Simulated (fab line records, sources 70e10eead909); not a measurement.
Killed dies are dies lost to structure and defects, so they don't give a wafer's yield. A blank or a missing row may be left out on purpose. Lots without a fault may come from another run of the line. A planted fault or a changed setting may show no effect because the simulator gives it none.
fab line records | flow nand_harc
record lots=6 wafers=18 last_day=23
route steps=1159 shown A_M1@1033 END@1159
lots that met no fault: from a run of the same line without faults
start_h: hours from the record's first day to the start of the lot's first wafer shown | wait_h: hours since the lot's step before | " the same as in the row above | L1.1+2: a row that stands for several wafers | - no value, or no start given | * or withheld: withheld | < > ~ a bound
route shown NAME@n: a module of which the file shows steps, and the number in the route of the first | usual: mean/standard deviation of fault-free wafers | same: alike in all rows | chamber/n: place in a boat | sites: the reading at each site | _std_site: their standard deviation | _edge_site: outer sites' mean less inner sites' | radius_mm: how far each site lies from the wafer's centre | mask NAME#n: copy n | behind: the tool/chamber that last shaped the wafer | hold: why the lot was held/for how many hours/how that ended | device: the transistor (n, p or np) that didn't switch | end of line: the same wafers' tests at the end of the route | a step without rows: its recipe alone | killed: dies lost to structure and defects at the first sort, not the wafer's yield | map: a wafer's dies, x killed, . not, _ none there
set.NAME: the setting as run; set.NAME@STEP: as run at that earlier step | model.NAME: the simulator's own value behind a step, which no gauge read
lots at some steps of the route; a table a step, a row a wafer
services: from which hour (start_h, from the record's first day; less than 0 if before it) a tool's chamber was out of use, for how many hours, and why
## steps
# step NHARC_A_M1_EXPOSE_06
# recipe na=1.35 target_cd_nm=120 dose_mj=75.13 mask_id=A_M1
# step NHARC_A_M1_PEB_07
# recipe peb_temp_c=100 peb_time_s=65
# step NHARC_A_M1_DEVELOP_08
# recipe develop_time_s=35 dev_temp_c=23
# step NHARC_A_M1_CD_MEAS_09
# recipe target_cd_nm=120 landing_energy_ev=500
# usual cd_nm=120.0/0.53
# columns lot.wafer tool chamber start_h wait_h cd_nm
L814.1 cd_sem-01 0 413.03 - 120.2
L814.2 " 0 " " 120.3
L814.5 " 0 " " 120.0
L822.2 cd_sem-03 0 460.18 - 120.2
L822.4 " 0 " " 120.1
L822.6 " 0 " " 120.5
L827.2 cd_sem-02 0 480.31 - 120.1
L827.3 " 0 " " 119.6
L827.6 " 0 " " 120.2
L829.3 cd_sem-02 0 497.31 - 120.0
L829.4 " 0 " " 119.4
L829.5 " 0 " " 119.1
L830.3 cd_sem-01 0 511.71 - 119.9
L830.4 " 0 " " 119.2
L830.6 " 0 " " 119.0
L832.3 cd_sem-03 0 525.83 - 119.4
L832.4 " 0 " " 119.2
L832.5 " 0 " " 119.7
# step NHARC_A_M1_OVL_MEAS_10
# recipe pitch_nm=240
# usual overlay_x_nm=-0.1/0.81 overlay_y_nm=0.1/0.71
# columns lot.wafer tool chamber start_h wait_h overlay_x_nm overlay_y_nm
L814.1 overlay-01 - 413.12 - 0.4 0.3
L814.2 " - " " -0.5 -0.1
L814.5 " - " " 0.0 -0.3
L822.2 overlay-02 - 460.26 - 0.8 0.0
L822.4 " - " " 0.7 0.2
L822.6 " - " " 1.0 -0.3
L827.2 overlay-02 - 480.39 - -0.7 -1.2
L827.3 " - " " -1.7 -0.9
L827.6 " - " " -0.7 -1.1
L829.3 overlay-02 - 497.39 - -0.1 -0.3
L829.4 " - " " -0.7 -0.4
L829.5 " - " " -0.2 -0.4
L830.3 overlay-01 - 511.79 - -0.9 -0.4
L830.4 " - " " -0.6 0.1
L830.6 " - " " -0.7 0.0
L832.3 overlay-01 - 525.91 - 0.6 -0.4
L832.4 " - " " 0.4 -0.2
L832.5 " - " " -0.5 -0.6
# step NHARC_A_M1_INSPECT_11
# usual raw_defect_count=31/15
# columns lot.wafer tool chamber start_h wait_h raw_defect_count
L814.1 defect_inspect-01 - 413.16 0.0 35
L814.2 " - " " 24
L814.5 " - " " 32
L822.2 defect_inspect-01 - 460.30 0.0 55
L822.4 " - " " 44
L822.6 " - " " 42
L827.2 defect_inspect-01 - 480.43 0.0 60
L827.3 " - " " 42
L827.6 " - " " 54
L829.3 defect_inspect-01 - 497.43 0.0 14
L829.4 " - " " 14
L829.5 " - " " 29
L830.3 defect_inspect-02 - 511.83 0.0 21
L830.4 " - " " 17
L830.6 " - " " 20
L832.3 defect_inspect-01 - 525.95 0.0 42
L832.4 " - " " 38
L832.5 " - " " 52
# step NHARC_A_M1_DESCUM_14
# recipe time_s=3 o2_flow_sccm=200 ar_flow_sccm=0 bias_power_w=0 chemistry=O2
# usual drypump_motor_current_A=5.6/0.48 oes_product_au=1.001/0.0061 rf_vpp_V=57.6/0.92 showerhead_plenum_p_Torr=1.88/0.089 throttle_valve_pct=11.311/0.0093
# same time_s=3
# columns lot.wafer tool chamber start_h wait_h drypump_motor_current_A oes_product_au rf_hours_counter_h rf_vpp_V showerhead_plenum_p_Torr throttle_valve_pct
L814.1 rie_diel-05 0 413.23 0.1 6.5 1.000 1 58.4 2.05 11.295
L814.2 " 1 " " 6.1 1.002 1 57.7 1.83 11.308
L814.5 " 0 " " 6.4 1.000 - 58.5 2.05 11.318
L822.4 rie_diel-05 1 460.37 0.1 6.1 1.011 3 57.9 1.82 11.323
L822.2 " 3 " " 5.3 0.998 3 58.5 1.90 11.307
L822.6 " 1 " " 6.1 1.004 - 57.7 1.82 11.314
L827.3 rie_diel-05 3 480.49 0.1 5.2 1.005 3 59.4 1.91 11.311
L827.2 " 2 " " 5.7 1.002 3 56.5 1.80 11.311
L827.6 " 0 " " 6.5 0.992 - 57.8 2.05 11.326
L829.3 rie_diel-02 1 497.49 0.1 5.5 1.005 15 57.6 1.91 11.302
L829.4 " 3 " " 5.2 1.002 15 57.6 1.80 11.298
L829.5 " 2 " " 5.8 1.008 - 58.5 1.96 11.309
L830.3 rie_diel-05 3 511.89 0.1 5.3 0.996 4 58.9 1.90 11.313
L830.4 " 0 " " 6.5 0.999 4 57.5 2.05 11.317
L830.6 " 3 " " 5.3 0.999 - 57.0 1.90 11.309
L832.3 rie_diel-10 1 526.03 0.1 4.8 1.006 9 55.0 1.80 11.326
L832.4 " 2 " " 5.8 0.990 9 57.3 1.79 11.312
L832.5 " 0 " " 5.5 1.003 - 57.3 1.95 11.317
# step NHARC_A_M1_ETCH_35
# recipe target_depth_a=400 overetch_a=120 time_s=43.94 ion_energy_ev=200 n2_flow_sccm=150 h2_flow_sccm=150 ar_flow_sccm=0 rf_w=400 bias_w=150 chemistry=N2/H2
# usual drypump_motor_current_A=5.6/0.46 oes_product_au=1.000/0.0073 rf_vpp_V=429.3/2.8 showerhead_plenum_p_Torr=1.99/0.094 throttle_valve_pct=14.171/0.0092
# same time_s=43.94
# columns lot.wafer tool chamber start_h wait_h drypump_motor_current_A oes_product_au rf_hours_counter_h rf_vpp_V showerhead_plenum_p_Torr throttle_valve_pct
L814.2 rie_diel-05 0 413.31 0.1 6.5 1.003 1 433.1 2.19 14.174
L814.1 " 2 " " 5.7 1.013 1 426.4 1.91 14.193
L814.5 " 0 " " 6.5 1.012 - 435.0 2.19 14.158
L822.4 rie_diel-05 2 460.44 0.1 5.8 1.010 3 427.8 1.91 14.169
L822.2 " 0 " " 6.5 1.007 3 434.4 2.19 14.186
L822.6 " 3 " " 5.2 0.996 - 430.6 2.03 14.160
L827.3 rie_diel-05 1 480.58 0.1 6.1 0.998 3 428.7 1.94 14.179
L827.2 " 2 " " 5.7 1.009 3 428.8 1.91 14.166
L827.6 " 2 " " 5.7 1.012 - 427.2 1.91 14.170
L829.3 rie_diel-02 3 497.58 0.1 5.2 1.001 15 426.2 1.91 14.157
L829.4 " 1 " " 5.5 1.000 15 429.8 2.03 14.172
L829.5 " 0 " " 5.8 1.000 - 431.0 2.03 14.158
L830.4 rie_diel-05 2 511.97 0.1 5.7 0.996 4 426.2 1.91 14.175
L830.3 " 0 " " 6.5 0.986 4 435.9 2.19 14.171
L830.6 " 3 " " 5.3 0.989 - 431.2 2.03 14.159
L832.3 rie_diel-10 2 526.12 0.1 5.8 0.987 9 426.3 1.91 14.151
L832.4 " 3 " " 5.2 0.998 9 429.0 1.91 14.170
L832.5 " 0 " " 5.5 0.996 - 432.4 2.08 14.164
# step NHARC_A_M1_ETCH_15
# recipe target_depth_a=1825 time_s=91.2 c4f8_flow_sccm=withheld ar_flow_sccm=400 rf_w=600 bias_w=300 chemistry=C4F8/Ar
# usual oes_product_au=0.951/0.024 rf_vpp_V=439.5/2.9
# same time_s=91.2
# columns lot.wafer tool chamber start_h wait_h oes_product_au rf_hours_counter_h rf_vpp_V
L814.1 rie_diel-05 0 - - 0.921 1 443.8
L814.2 " 1 " " 0.923 1 439.0
L814.5 " 1 " " 0.922 - 437.1
L822.2 rie_diel-05 1 - - 0.957 3 437.2
L822.4 " 0 " " 0.958 3 446.0
L822.6 " 1 " " 0.964 - 437.8
L827.3 rie_diel-05 3 - - 0.953 3 439.4
L827.2 " 1 " " 0.984 3 438.3
L827.6 " 2 " " 0.979 - 437.6
L829.3 rie_diel-02 2 - - 0.934 16 442.5
L829.4 " 3 " " 0.910 15 436.1
L829.5 " 1 " " 0.929 - 440.8
L830.3 rie_diel-05 1 - - 0.981 4 438.1
L830.4 " 2 " " 0.977 4 436.6
L830.6 " 2 " " 0.982 - 437.2
L832.4 rie_diel-10 1 - - 0.965 9 436.2
L832.3 " 2 " " 0.978 9 437.5
L832.5 " 3 " " 0.976 - 436.9
# step NHARC_A_M1_CD_MEAS_16
# usual cd_nm=119.7/0.66
# columns lot.wafer tool chamber start_h wait_h cd_nm
L814.1 cd_sem-03 - 413.52 - 119.7
L814.2 " - " " 119.9
L814.5 " - " " 119.9
L822.2 cd_sem-03 - 460.67 - 120.2
L822.4 " - " " 119.4
L822.6 " - " " 119.2
L827.2 cd_sem-02 - 480.80 - 119.1
L827.3 " - " " 119.8
L827.6 " - " " 119.8
L829.3 cd_sem-02 - 497.81 - 119.2
L829.4 " - " " 119.6
L829.5 " - " " 119.5
L830.3 cd_sem-01 - 512.20 - 119.2
L830.4 " - " " 118.4
L830.6 " - " " 118.6
L832.3 cd_sem-02 - 526.33 - 119.7
L832.4 " - " " 119.2
L832.5 " - " " 119.2
# step NHARC_A_M1_STRIP_18
# recipe power_w=1000 n2_flow_sccm=150 h2_flow_sccm=150 ar_flow_sccm=0 bias_w=0 chemistry=N2/H2
# usual drypump_motor_current_A=5.5/0.39 oes_product_au=1.002/0.0068 power_w=1000/3.1 rf_vpp_V=90.3/0.97 showerhead_plenum_p_Torr=1.99/0.082 throttle_valve_pct=14.171/0.0095
# columns lot.wafer tool chamber start_h wait_h drypump_motor_current_A oes_product_au power_w rf_hours_counter_h rf_vpp_V showerhead_plenum_p_Torr throttle_valve_pct
L814.1 rie_diel-02 1 413.66 0.1 5.5 1.007 1005 8 90.3 2.04 14.173
L814.2 " 2 " " 5.9 1.012 1002 7 91.7 2.09 14.171
L814.5 " 0 " " 5.8 1.001 1001 - 92.0 2.03 14.175
L822.2 rie_diel-02 1 460.76 0.1 5.5 1.005 997 11 90.5 2.04 14.173
L822.4 " 3 " " 5.3 0.999 996 11 89.8 1.91 14.173
L822.6 " 1 " " 5.5 1.003 997 - 90.5 2.04 14.153
L827.3 rie_diel-02 2 480.87 0.1 5.9 1.008 1001 13 91.2 2.09 14.173
L827.2 " 1 " " 5.5 1.000 1001 13 90.6 2.03 14.173
L827.6 " 3 " " 5.2 1.002 998 - 89.6 1.91 14.176
L829.4 rie_diel-05 1 497.88 0.1 6.1 1.017 998 4 89.7 1.94 14.182
L829.3 " 0 " " 6.5 0.999 1002 3 91.2 2.19 14.161
L829.5 " 2 " " 5.7 1.014 1000 - 89.7 1.91 14.175
L830.3 rie_diel-10 2 512.27 0.1 5.7 0.990 997 8 90.2 1.91 14.148
L830.4 " 3 " " 5.2 1.006 999 9 89.5 1.91 14.168
L830.6 " 3 " " 5.2 1.001 1002 - 91.0 1.91 14.174
L832.3 rie_diel-10 2 526.43 0.1 5.8 0.995 1000 9 89.2 1.91 14.179
L832.4 " 3 " " 5.2 1.000 994 10 89.2 1.91 14.164
L832.5 " 1 " " 4.8 1.001 1001 - 87.3 1.91 14.160
# step NHARC_A_M1_ETCH_28
# recipe target_depth_a=300 over_etch_frac=0.3 time_s=72.99 ion_energy_ev=150 cf4_flow_sccm=50 n2_flow_sccm=100 ar_flow_sccm=150 rf_w=300 bias_w=100 chemistry=CF4/N2
# step NHARC_A_M1_STRIP_19
# recipe time_s=600 temp_c=30 chemistry=post_etch_residue_remover
# usual run_length_s=603.1/1
# columns lot.wafer tool chamber start_h wait_h run_length_s
L814.1 wet_bench-10 4 414.00 - 602.9
L814.5 " 6 " " 602.0
L814.2 " 7 " " 603.6
L822.2 wet_bench-10 5 461.11 - 601.3
L822.6 " 6 " " 602.3
L822.4 " 0 " " 605.6
L827.2 wet_bench-10 0 481.25 - 729.1
L827.6 " 1 " " 728.6
L827.3 " 2 " " 727.2
L829.3 wet_bench-08 7 498.26 - 604.5
L829.5 " 0 " " 602.9
L829.4 " 1 " " 602.0
L830.3 wet_bench-10 2 512.65 - 727.1
L830.6 " 3 " " 726.5
L830.4 " 6 " " 726.6
L832.3 wet_bench-08 6 526.78 - 601.7
L832.4 " 7 " " 603.5
L832.5 " 1 " " 602.3
# step NHARC_A_M1_DEGAS_29
# recipe temp_c=250 time_s=60
# usual heater_power_w=343/22
# same time_s=60
# columns lot.wafer tool chamber start_h wait_h heater_power_w
L814.2 pvd_sputter-01 - 414.25 - 344
L814.1 " - " " 336
L814.5 " - " " 357
L822.2 pvd_sputter-02 - 461.38 - 357
L822.4 " - " " 330
L822.6 " - " " 357
L827.3 pvd_sputter-03 - 481.51 - 313
L827.2 " - " " 356
L827.6 " - " " 359
L829.3 pvd_sputter-01 - 498.53 - 335
L829.4 " - " " 350
L829.5 " - " " 298
L830.3 pvd_sputter-03 - 512.92 - 356
L830.4 " - " " 361
L830.6 " - " " 364
L832.4 pvd_sputter-01 - 527.04 - 330
L832.3 " - " " 297
L832.5 " - " " 295
# step NHARC_END_SORT_01
# recipe temp_c=25
# usual defect_limited_yield=95.4/1.6 killed_at_array=27/11 killed_at_other=0.8/1.4 killed_at_periphery=3.3/2 killed_dies=31/11 killed_open=3.4/1.8 killed_short=2.1/1.3 sort_bin_2_pct=1.4/0.7 sort_bin_3_pct=0.24/0.21 sort_bin_4_pct=2.9/1 sort_n_pass=646/11 sort_rim_yield_pct=95.4/2.8 sort_yield_pct=95.4/1.6
# same gross_dies=677 sort_bin_5_pct[%]=0 sort_bin_6_pct[%]=0 sort_bin_7_pct[%]=0 sort_bin_8_pct[%]=0 sort_rim_n_gross=106.00
# columns lot.wafer tool chamber start_h wait_h defect_limited_yield[%] killed_at_array killed_at_other killed_at_periphery killed_dies killed_open killed_short sort_bin_2_pct[%] sort_bin_3_pct[%] sort_bin_4_pct[%] sort_n_pass sort_rim_yield_pct[%] sort_yield_pct[%]
L822.2 prober-01 0 497.61 2.8 93.9 39 0 2 41 1 5 2.2 0.30 3.5 636 87.7 93.9
L822.4 prober-01 0 499.21 3.4 94.1 38 0 2 40 3 2 1.8 0.15 4.0 637 94.3 94.1
L822.6 prober-01 0 500.81 4.0 94.2 36 1 2 39 3 2 1.6 0.44 3.7 638 91.5 94.2
L827.2 prober-01 0 516.75 2.8 93.2 43 0 3 46 2 2 1.3 0.74 4.7 631 91.5 93.2
L827.3 prober-01 0 517.56 3.1 95.7 28 0 1 29 4 0 1.3 0.44 2.5 648 94.3 95.7
L827.6 prober-01 0 520.01 4.1 94.5 35 0 2 37 4 3 2.7 0.15 2.7 640 89.6 94.5
# killed by level:class
L822.2 A_CHANNEL_HOLE_D1:chamber_film_flake=12 A_SLIT:chamber_film_flake=9 A_STAIRCASE:chamber_film_flake=6 A_WL_FILL:chamber_film_flake=5 P_CONTACT:geometric_particle:short=1 A_ONON_D1:geometric_particle:short=1 A_CHANNEL_FILL_D1:geometric_particle:short=1 A_STAIRCASE:geometric_particle:short=1
L822.4 A_CHANNEL_HOLE_D1:chamber_film_flake=16 A_SLIT:chamber_film_flake=8 A_STAIRCASE:chamber_film_flake=5 A_WL_FILL:chamber_film_flake=3 A_CONTACT:geometric_particle:open=2 P_M0:geometric_particle:open=1 A_ONON_D1:geometric_particle:short=1 A_WL_FILL:geometric_particle:short=1
L822.6 A_CHANNEL_HOLE_D1:chamber_film_flake=12 A_SLIT:chamber_film_flake=11 A_STAIRCASE:chamber_film_flake=4 A_WL_FILL:chamber_film_flake=4 P_M0:geometric_particle:open=1 A_ONON_D1:geometric_particle:open=1 A_CHANNEL_FILL_D1:geometric_particle:open=1 A_BLC:geometric_particle:short=1
L827.2 A_SLIT:chamber_film_flake=16 A_CHANNEL_HOLE_D1:chamber_film_flake=14 A_STAIRCASE:chamber_film_flake=5 A_BONDPAD:chamber_film_flake=3 A_CONTACT:chamber_film_flake=3 P_CONTACT:geometric_particle:short=1 P_CONTACT:geometric_particle:open=1 A_SOURCE_PLATE:geometric_particle:short=1
L827.3 A_CHANNEL_HOLE_D1:chamber_film_flake=14 A_SLIT:chamber_film_flake=6 A_CONTACT:chamber_film_flake=3 P_M1:geometric_particle:open=1 A_SOURCE_PLATE:geometric_particle:open=1 A_BLC:geometric_particle:open=1 A_M0:geometric_particle:open=1 A_STAIRCASE:chamber_film_flake=1
L827.6 A_CHANNEL_HOLE_D1:chamber_film_flake=19 A_SLIT:chamber_film_flake=9 A_CONTACT:geometric_particle:open=2 A_CONTACT:chamber_film_flake=2 P_M0:geometric_particle:open=1 P_M0:geometric_particle:short=1 A_ONON_D1:geometric_particle:open=1 A_CHANNEL_FILL_D1:geometric_particle:short=1
## services
# columns tool chamber start_h hours kind
pvd_sputter-02 - 392.00 10.0 pm
rie_diel-05 0 398.65 - clean
rie_diel-05 1 398.65 - clean
rie_diel-05 2 398.65 - clean
rie_diel-05 3 398.65 - clean
rie_diel-02 2 400.41 8.7 repair
rie_diel-05 1 402.57 7.1 repair
rie_diel-02 - 403.02 0.4 repair
wet_bench-08 - 406.40 8.0 pm
rie_diel-05 0 423.15 - clean
rie_diel-05 1 423.15 - clean
rie_diel-05 2 423.15 - clean
rie_diel-05 3 423.15 - clean
wet_bench-10 - 423.20 8.0 pm
pvd_sputter-03 - 442.30 5.5 repair
rie_diel-05 0 447.65 - clean
rie_diel-05 1 447.65 - clean
rie_diel-05 2 447.65 - clean
pvd_sputter-03 - 458.00 10.0 pm
rie_diel-05 - 470.87 1.2 repair
rie_diel-02 - 504.70 9.0 pm
pvd_sputter-01 - 514.00 10.0 pm
rie_diel-02 3 516.51 8.7 repair
rie_diel-05 - 517.65 9.0 pm
## key
first_sign step=NHARC_A_M1_STRIP_19 reading=run_length_s direction=up sigmas=99+ usual=* struck=*
effect none on later readings
met_at NHARC_A_M1_STRIP_19
struck_wafers L827.2,L827.3,L827.6,L830.3,L830.4,L830.6
onset_between 461.11 481.25
fault kind=process_parameter_drift tool=wet_bench-10 chamber=- onset_h=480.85 steps=NHARC_A_M1_STRIP_19 channel=time_s offset=* shape=step end_h=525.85 acts_in=* stated=*
